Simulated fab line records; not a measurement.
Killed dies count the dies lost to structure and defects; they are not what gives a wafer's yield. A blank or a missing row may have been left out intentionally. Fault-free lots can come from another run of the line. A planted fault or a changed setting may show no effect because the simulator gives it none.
Matching of chambers    flow nandHarc    NHARC_A_STAIRCASE_DESCUM_11 on rieDiel-09 has 4 sister chambers
The step chemistry O2, time 3 s. 4 wafers are shown with their chamber, then 7 later ones without.

## WAFERS PAIRED WITH THEIR CHAMBERS
wafer   chamber  showerheadPlenumPTorr (Torr)
L078.3  0        1.89
L080.3  2        1.80
L079.2  1        1.87
L079.4  3        1.91

## WAFERS WHOSE CHAMBER IS MISSING
wafer   showerheadPlenumPTorr (Torr)
L079.5  1.91
L085.2  1.86
L085.5  1.79
L085.6  1.91
L093.1  1.86
L093.2  1.88
L093.4  1.90

## CHAMBER TAKEN BY EACH
wafer   from the rows above      in truth
L079.5  3                        3
L085.2  1                        1
L085.5  2                        2
L085.6  3                        3
L093.1  1                        1
L093.2  can't be placed: 1 or 0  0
L093.4  can't be placed: 0 or 3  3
Correctly placed: 5 of 7. Unplaceable from these rows: 2, with the true chamber sitting among the candidates in 2. Wrongly placed: 0.
How it was worked out, from the rows above alone: a wafer's distance from a chamber is the root of the sum, over the readings, of the square of ((its reading less the chamber's mean) divided by the reading's scatter). The wafer belongs to the nearest chamber; if the next one is less than 2 further off, it can't be placed. A chamber's mean is the mean of its shown wafers. The scatter (one wafer shown for each chamber): square how far every hidden wafer sits from the nearest shown wafer, average those squares and take the square root.
